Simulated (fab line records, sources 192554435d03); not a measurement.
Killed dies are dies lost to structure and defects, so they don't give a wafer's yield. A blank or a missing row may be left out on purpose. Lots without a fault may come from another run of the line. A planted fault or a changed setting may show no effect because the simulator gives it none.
fab line records | flow n5_finfet
record lots=6 wafers=18 last_day=18
route steps=1938 shown BEOL_M6@1203
lots that met no fault: from a run of the same line without faults
start_h: hours from the record's first day to the start of the lot's first wafer shown | wait_h: hours since the lot's step before | " the same as in the row above | L1.1+2: a row that stands for several wafers | - no value, or no start given | * or withheld: withheld | < > ~ a bound
route shown NAME@n: a module of which the file shows steps, and the number in the route of the first | usual: mean/standard deviation of fault-free wafers | same: alike in all rows | chamber/n: place in a boat | sites: the reading at each site | _std_site: their standard deviation | _edge_site: outer sites' mean less inner sites' | radius_mm: how far each site lies from the wafer's centre | mask NAME#n: copy n | behind: the tool/chamber that last shaped the wafer | hold: why the lot was held/for how many hours/how that ended | device: the transistor (n, p or np) that didn't switch | end of line: the same wafers' tests at the end of the route | a step without rows: its recipe alone | killed: dies lost to structure and defects at the first sort, not the wafer's yield | map: a wafer's dies, x killed, . not, _ none there
set.NAME: the setting as run; set.NAME@STEP: as run at that earlier step | model.NAME: the simulator's own value behind a step, which no gauge read
lots at some steps of the route; a table a step, a row a wafer
services: from which hour (start_h, from the record's first day; less than 0 if before it) a tool's chamber was out of use, for how many hours, and why
## steps
# step N5_BEOL_M6_SOFTBAKE_06
# recipe temp_c=110 time_s=60 resist=CAR-ArF
# step N5_BEOL_M6_EXPOSE_08
# recipe mask_id=M6 na=1.35 source_shape=dipole sigma_inner=0.817 sigma_outer=0.97 polarization=te dose_mj=68.25
# step N5_BEOL_M6_PEB_09
# recipe peb_temp_c=withheld peb_time_s=60 resist=CAR-ArF
# step N5_BEOL_M6_DEVELOP_10
# recipe develop_time_s=30 developer=TMAH resist=CAR-ArF rinse_liquid=diw dry=air_spin dev_temp_c=23
# step N5_BEOL_M6_CD_MEAS_11
# recipe target_cd_nm=38.5 landing_energy_ev=500 detector=se_inlens polarity=opening
# usual cd_nm=38.3/0.46
# columns lot.wafer tool chamber start_h wait_h cd_nm
L805.2 cd_sem-01 0 191.57 - 38.4
L805.4 " 0 " " 38.2
L805.5 " 0 " " 38.0
L812.2 cd_sem-02 0 232.92 - 38.4
L812.3 " 0 " " 38.4
L812.6 " 0 " " 38.9
L818.1 cd_sem-03 0 272.29 - 38.6
L818.4 " 0 " " 38.8
L818.6 " 0 " " 39.0
L824.1 cd_sem-03 0 303.64 - 39.0
L824.2 " 0 " " 38.3
L824.5 " 0 " " 38.3
L827.1 cd_sem-01 0 327.52 - 38.6
L827.3 " 0 " " 37.9
L827.4 " 0 " " 38.4
L826.1 cd_sem-01 0 327.84 - 39.0
L826.3 " 0 " " 38.2
L826.5 " 0 " " 39.0
# step N5_BEOL_M6_OVL_MEAS_12
# recipe points_per_wafer=44
# usual M6_OVL=0.3/0.66
# same points_per_wafer=44
# columns lot.wafer tool chamber start_h wait_h M6_OVL[nm]
L805.2 overlay-02 0 191.60 0.0 1.0
L805.4 " 0 " " 0.2
L805.5 " 0 " " 1.2
L812.2 overlay-01 0 232.95 0.0 0.8
L812.3 " 0 " " -0.2
L812.6 " 0 " " 0.5
L818.1 overlay-01 0 272.32 0.0 0.0
L818.4 " 0 " " 0.8
L818.6 " 0 " " 1.2
L824.1 overlay-02 0 303.67 0.0 1.4
L824.2 " 0 " " 1.3
L824.5 " 0 " " 1.5
L827.1 overlay-01 0 327.55 0.0 0.4
L827.3 " 0 " " 0.0
L827.4 " 0 " " 1.0
L826.1 overlay-02 0 327.87 0.0 1.7
L826.3 " 0 " " 1.5
L826.5 " 0 " " 1.1
# step N5_BEOL_M6_INSPECT_13
# recipe mode=adi inspect_instrument=brightfield
# usual raw_defect_count=434/86
# columns lot.wafer tool chamber start_h wait_h raw_defect_count
L805.2 defect_inspect-01 - 191.62 0.0 470
L805.4 " - " " 410
L805.5 " - " " 560
L812.2 defect_inspect-01 - 232.97 0.0 467
L812.3 " - " " 396
L812.6 " - " " 500
L818.1 defect_inspect-02 - 272.35 0.0 358
L818.4 " - " " 412
L818.6 " - " " 393
L824.1 defect_inspect-01 - 303.69 0.0 356
L824.2 " - " " 344
L824.5 " - " " 519
L827.1 defect_inspect-01 - 327.57 0.0 464
L827.3 " - " " 442
L827.4 " - " " 438
L826.1 defect_inspect-01 - 327.89 0.0 356
L826.3 " - " " 352
L826.5 " - " " 258
# step N5_BEOL_M6_DESCUM_16
# recipe chemistry=O2 time_s=7.9 source_power_w=50 bias_power_w=20 pressure_mtorr=20 rf_frequency_hz=2.712e+07 temp_c=40 resist=CAR-ArF o2_flow_sccm=225
# usual drypump_motor_current_A=5.8/0.51 oes_product_au=0.82/0.095 rf_vpp_V=244.0/1.3 showerhead_plenum_p_Torr=2.14/0.07 throttle_valve_pct=20.32/0.26
# columns lot.wafer tool chamber start_h wait_h drypump_motor_current_A oes_product_au rf_hours_counter_h rf_vpp_V showerhead_plenum_p_Torr throttle_valve_pct
L805.2 rie_diel-03 0 191.66 0.0 5.2 0.90 32 244.9 2.12 20.08
L805.4 " 1 " " 5.4 0.72 184 243.6 2.17 20.48
L805.5 " 1 " " 5.5 0.71 - 244.9 2.17 20.47
L812.2 rie_diel-01 3 233.60 0.6 6.6 0.94 10 244.8 2.14 20.15
L812.3 " 1 " " 5.7 1.03 0 245.8 2.23 19.87
L812.6 " 3 " " 6.5 0.92 - 244.4 2.14 20.16
L818.1 rie_diel-01 0 272.74 0.4 6.2 0.74 154 244.8 2.18 20.29
L818.4 " 2 " " 5.2 0.81 94 243.9 2.18 20.12
L818.6 " 1 " " 5.7 0.94 - 245.1 2.22 19.88
L824.1 rie_diel-06 3 303.75 0.1 5.4 0.87 38 244.7 2.24 20.49
L824.2 " 2 " " 6.3 0.93 26 242.1 2.03 19.97
L824.5 " 3 " " 5.4 0.87 - 244.4 2.24 20.47
L827.1 rie_diel-06 0 327.83 0.3 5.7 0.94 11 244.1 2.15 20.19
L827.3 " 2 " " 6.3 0.91 35 242.6 2.03 19.98
L827.4 " 3 " " 5.4 0.85 - 243.4 2.24 20.49
L826.1 rie_diel-06 2 328.48 0.6 6.3 0.91 35 242.8 2.03 19.99
L826.3 " 0 " " 5.8 0.94 11 244.9 2.15 20.17
L826.5 " 3 " " 5.4 0.86 - 245.3 2.24 20.49
# step N5_BEOL_M6_ETCH_61
# recipe chemistry=CF4 target=SiARC target_depth_a=455 mask_material=CAR-ArF time_s=75.8 ion_energy_ev=80 pressure_mtorr=40 source_w=545 bias_w=36 Ar_flow_sccm=100 cf4_flow_sccm=100 ends=cleared
# usual drypump_motor_current_A=5.8/0.52 etch_rf_on_time_s=75.1/2.1 oes_product_au=0.70/0.08 rf_vpp_V=184.7/1.2 showerhead_plenum_p_Torr=2.19/0.066 throttle_valve_pct=15.50/0.2
# columns lot.wafer tool chamber start_h wait_h drypump_motor_current_A etch_rf_on_time_s oes_product_au rf_hours_counter_h rf_vpp_V showerhead_plenum_p_Torr throttle_valve_pct
L805.2 rie_diel-03 0 191.69 0.0 5.2 77.5 0.76 32 183.8 2.17 15.29
L805.4 " 1 " " 5.5 73.0 0.62 184 185.3 2.21 15.67
L805.5 " 1 " " 5.5 72.9 0.63 - 184.5 2.21 15.69
L812.2 rie_diel-01 3 233.63 0.0 6.6 71.6 0.81 10 183.8 2.19 15.32
L812.3 " 1 " " 5.8 73.1 0.88 0 185.7 2.30 15.19
L812.6 " 3 " " 6.6 71.3 0.81 - 185.2 2.19 15.31
L818.1 rie_diel-01 0 272.78 0.0 6.4 76.8 0.62 154 185.8 2.22 15.52
L818.4 " 2 " " 5.2 72.6 0.70 94 183.4 2.25 15.47
L818.6 " 1 " " 5.8 73.9 0.81 - 185.3 2.29 15.24
L824.1 rie_diel-06 3 303.79 0.0 5.4 78.1 0.74 38 185.5 2.26 15.44
L824.2 " 2 " " 6.3 74.4 0.79 26 184.8 2.10 15.26
L824.5 " 3 " " 5.4 78.3 0.74 - 185.3 2.26 15.45
L827.1 rie_diel-06 0 327.87 0.0 5.7 78.5 0.80 11 185.3 2.20 15.28
L827.3 " 2 " " 6.3 74.0 0.78 35 183.0 2.09 15.29
L827.4 " 3 " " 5.4 77.9 0.73 - 185.6 2.26 15.45
L826.1 rie_diel-06 2 328.52 0.0 6.3 73.7 0.79 35 182.3 2.09 15.30
L826.3 " 0 " " 5.7 77.7 0.81 11 184.9 2.20 15.26
L826.5 " 3 " " 5.4 77.7 0.72 - 186.4 2.26 15.46
# step N5_BEOL_M6_ETCH_62
# recipe chemistry=N2/H2 target=SOC target_depth_a=1100 overetch_a=220 mask_material=SiARC temp_c=40 time_s=165 ion_energy_ev=200 pressure_mtorr=30 source_w=840 bias_w=150 n2_flow_sccm=200 h2_flow_sccm=200
# usual drypump_motor_current_A=5.8/0.52 oes_product_au=0.70/0.079 rf_vpp_V=525.6/2.5 showerhead_plenum_p_Torr=2.60/0.082 throttle_valve_pct=17.69/0.23
# columns lot.wafer tool chamber start_h wait_h drypump_motor_current_A oes_product_au rf_hours_counter_h rf_vpp_V showerhead_plenum_p_Torr throttle_valve_pct
L805.2 rie_diel-03 0 191.75 0.0 5.2 0.76 32 524.9 2.59 17.54
L805.4 " 1 " " 5.5 0.61 184 525.4 2.63 17.88
L805.5 " 1 " " 5.5 0.60 - 527.5 2.63 17.89
L812.2 rie_diel-01 3 233.69 0.0 6.6 0.77 10 524.6 2.60 17.53
L812.3 " 1 " " 5.7 0.85 0 528.7 2.70 17.13
L812.6 " 3 " " 6.6 0.78 - 525.0 2.60 17.52
L818.1 rie_diel-01 0 272.83 0.0 6.3 0.63 154 526.5 2.64 17.66
L818.4 " 2 " " 5.2 0.68 94 529.1 2.70 17.78
L818.6 " 1 " " 5.8 0.79 - 528.2 2.69 17.15
L824.1 rie_diel-06 3 303.84 0.0 5.4 0.75 38 528.8 2.69 17.64
L824.2 " 2 " " 6.3 0.78 26 520.8 2.50 17.63
L824.5 " 3 " " 5.4 0.75 - 527.4 2.69 17.64
L827.1 rie_diel-06 0 327.93 0.0 5.7 0.80 11 525.6 2.60 17.48
L827.3 " 2 " " 6.3 0.77 35 522.6 2.50 17.66
L827.4 " 3 " " 5.4 0.74 - 528.8 2.68 17.65
L826.1 rie_diel-06 2 328.58 0.0 6.3 0.76 35 522.5 2.50 17.65
L826.3 " 0 " " 5.7 0.80 11 524.6 2.60 17.50
L826.5 " 3 " " 5.4 0.73 - 529.0 2.68 17.64
# step N5_BEOL_M6_STRIP_68
# recipe chemistry=N2/H2 temp_c=40 n2_flow_sccm=200 h2_flow_sccm=200 rf_frequency_hz=6e+07
# step N5_BEOL_M6_STRIP_67
# recipe chemistry=CF4 resist=SiARC power_w=300 bias_power_w=75 pressure_mtorr=50 cf4_flow_sccm=150 rf_frequency_hz=6e+07
# usual drypump_motor_current_A=5.8/0.52 oes_product_au=0.82/0.093 power_w=299.8/0.78 rf_vpp_V=272.0/1.6 showerhead_plenum_p_Torr=1.83/0.057 throttle_valve_pct=13.46/0.21
# columns lot.wafer tool chamber start_h wait_h drypump_motor_current_A oes_product_au power_w rf_hours_counter_h rf_vpp_V showerhead_plenum_p_Torr throttle_valve_pct
L805.2 rie_diel-03 0 191.89 0.0 5.2 0.89 299.7 32 273.1 1.82 13.28
L805.4 " 1 " " 5.5 0.72 299.6 185 273.2 1.86 13.72
L805.5 " 1 " " 5.5 0.72 299.7 - 272.1 1.86 13.71
L812.2 rie_diel-01 3 233.83 0.0 6.5 0.92 299.4 10 272.6 1.84 13.30
L812.3 " 1 " " 5.7 1.00 299.4 0 274.9 1.92 13.10
L812.6 " 3 " " 6.6 0.91 300.2 - 272.5 1.84 13.27
L818.1 rie_diel-01 0 272.98 0.0 6.3 0.74 299.3 155 273.5 1.85 13.50
L818.4 " 2 " " 5.2 0.79 299.6 94 273.7 1.89 13.44
L818.6 " 1 " " 5.7 0.93 300.6 - 273.3 1.91 13.16
L824.1 rie_diel-06 3 303.99 0.0 5.4 0.88 299.8 38 272.8 1.90 13.40
L824.2 " 2 " " 6.3 0.91 300.3 26 270.4 1.75 13.22
L824.5 " 3 " " 5.4 0.89 300.0 - 272.8 1.90 13.41
L827.1 rie_diel-06 0 328.07 0.0 5.7 0.96 299.4 11 271.1 1.84 13.20
L827.3 " 2 " " 6.3 0.91 300.7 35 270.2 1.75 13.23
L827.4 " 3 " " 5.4 0.87 300.0 - 273.3 1.89 13.41
L826.1 rie_diel-06 2 328.72 0.0 6.3 0.90 299.7 35 269.5 1.75 13.24
L826.3 " 0 " " 5.7 0.95 298.7 11 271.4 1.84 13.21
L826.5 " 3 " " 5.3 0.87 300.3 - 271.1 1.89 13.42
# step N5_BEOL_M6_HM_OPEN_17
# recipe chemistry=Cl2/BCl3 target_depth_a=200 overetch_a=60 target=TiN mask_material=SOC ion_energy_ev=150 pressure_mtorr=10 icp_w=1000 bias_w=126 Cl2_flow_sccm=53.25 bcl3_flow_sccm=21.75 Ar_flow_sccm=25
# usual drypump_motor_current_A=6.1/0.4 he_backside_leak_sccm=3.39/0.13 oes_product_au=0.66/0.061 throttle_valve_pct=22.21/0.28
# columns lot.wafer tool chamber start_h wait_h drypump_motor_current_A he_backside_leak_sccm oes_product_au rf_hours_counter_h throttle_valve_pct model.SOC_of_BEOL_M6_COAT_59.thk_nm
L805.2 rie_metal-03 1 191.93 0.0 5.9 3.16 0.67 37 22.07 92.2
L805.4 " 0 " " 6.7 3.32 0.73 - 22.16 92
L805.5 " 1 " " 5.9 3.41 0.68 - 22.07 92.2
L812.2 rie_metal-01 1 233.88 0.0 6.1 3.61 0.55 97 22.75 92.2
L812.3 " 1 " " 6.1 3.27 0.55 - 22.74 92.2
L812.6 " 0 " " 5.7 3.42 0.71 - 21.89 91.8
L818.1 rie_metal-01 0 273.02 0.0 5.7 3.37 0.71 25 21.90 91
L818.4 " 0 " " 5.7 3.32 0.70 - 21.91 91.2
L818.6 " 0 " " 5.7 3.43 0.70 - 21.90 91.4
L824.1 rie_metal-01 0 304.03 0.0 5.7 3.43 0.69 29 21.92 91.6
L824.2 " 1 " " 6.1 3.60 0.54 104 22.79 92.4
L824.5 " 0 " " 5.7 3.37 0.69 - 21.91 91.6
L827.1 rie_metal-03 0 328.11 0.0 6.6 3.36 0.70 36 22.17 92.4
L827.3 " 0 " " 6.6 3.46 0.69 - 22.18 92.4
L827.4 " 1 " " 5.9 3.43 0.66 - 22.10 92.2
L826.1 rie_metal-03 1 328.76 0.0 5.9 3.51 0.64 50 22.12 92.4
L826.3 " 0 " " 6.6 3.45 0.69 - 22.18 92
L826.5 " 0 " " 6.7 3.08 0.68 - 22.20 92
# step N5_BEOL_M6_STRIP_19
# recipe chemistry=O2 power_w=400 temp_c=40 pressure_mtorr=30 rf_frequency_hz=6e+07 bias_power_w=0 overash_fraction=0.2 o2_flow_sccm=225
# usual drypump_motor_current_A=5.8/0.53 oes_product_au=0.81/0.089 rf_vpp_V=3.6/0.62 showerhead_plenum_p_Torr=2.15/0.065 throttle_valve_pct=16.56/0.25
# columns lot.wafer tool chamber start_h wait_h drypump_motor_current_A oes_product_au rf_hours_counter_h rf_vpp_V showerhead_plenum_p_Torr throttle_valve_pct
L805.2 rie_diel-01 2 192.07 0.1 5.2 0.85 59 3.6 2.19 16.33
L805.4 " 0 " " 6.3 0.80 - 3.4 2.20 16.54
L805.5 " 2 " " 5.2 0.86 - 3.3 2.19 16.32
L812.2 rie_diel-03 3 234.06 0.2 6.0 0.79 120 3.2 2.04 16.82
L812.3 " 0 " " 5.2 0.86 50 2.9 2.11 16.37
L812.6 " 0 " " 5.2 0.86 - 4.5 2.11 16.34
L818.1 rie_diel-01 1 273.19 0.1 5.8 0.95 19 3.0 2.23 16.16
L818.4 " 2 " " 5.2 0.80 95 3.2 2.18 16.39
L818.6 " 1 " " 5.8 0.95 - 3.8 2.23 16.16
L824.1 rie_diel-01 1 304.16 0.1 5.8 0.92 31 3.8 2.22 16.20
L824.2 " 0 " " 6.4 0.74 167 3.3 2.18 16.63
L824.5 " 3 " " 6.6 0.86 - 2.8 2.14 16.45
L827.1 rie_diel-01 0 328.26 0.1 6.4 0.72 174 4.3 2.18 16.65
L827.3 " 2 " " 5.2 0.78 115 3.6 2.17 16.42
L827.4 " 3 " " 6.6 0.85 46 4.3 2.13 16.44
L826.1 rie_diel-03 1 328.87 0.1 5.5 0.67 239 2.5 2.15 16.84
L826.3 " 3 " " 6.0 0.76 158 4.0 2.03 16.91
L826.5 " 0 " " 5.2 0.81 - 2.5 2.10 16.43
## services
# columns tool chamber start_h hours kind
rie_diel-06 2 169.03 5.1 repair
rie_diel-01 3 172.08 16.0 repair
rie_diel-01 1 175.77 9.0 repair
rie_diel-06 - 183.10 0.2 repair
rie_diel-03 3 184.82 4.3 repair
rie_diel-01 3 188.14 - clean
rie_diel-01 3 188.14 - consumable_replace:focus_ring
rie_diel-01 3 188.14 25.6 scheduled_down
rie_diel-01 3 188.14 25.6 vent_cycle
rie_diel-06 2 200.19 - clean
rie_diel-06 2 200.19 - consumable_replace:focus_ring
rie_diel-06 2 200.19 17.7 scheduled_down
rie_diel-06 2 200.19 17.7 vent_cycle
rie_diel-01 1 213.94 - clean
rie_diel-06 - 233.19 15.6 pm
rie_diel-06 3 251.02 9.4 repair
rie_diel-03 3 259.60 4.2 repair
rie_diel-06 0 263.94 4.2 repair
rie_diel-06 - 277.23 4.3 pm
rie_diel-01 0 287.50 1.8 repair
rie_diel-03 0 303.24 7.5 repair
rie_diel-06 2 309.91 2.8 repair
rie_metal-03 - 310.55 1.4 pm
rie_diel-03 1 321.25 4.6 repair
## key
first_sign none at tools or gauges
model_effect step=N5_BEOL_M6_HM_OPEN_17 value=SOC_of_BEOL_M6_COAT_59.thk_nm without=92.08 struck=91.36
met_at N5_BEOL_M6_HM_OPEN_17
struck_wafers L818.1,L818.4,L818.6,L824.1,L824.5
onset_between 233.88 273.02
fault kind=process_parameter_drift tool=rie_metal-01 chamber=0 onset_h=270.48 steps=N5_BEOL_M6_HM_OPEN_17 channel=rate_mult offset=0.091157 shape=step end_h=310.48
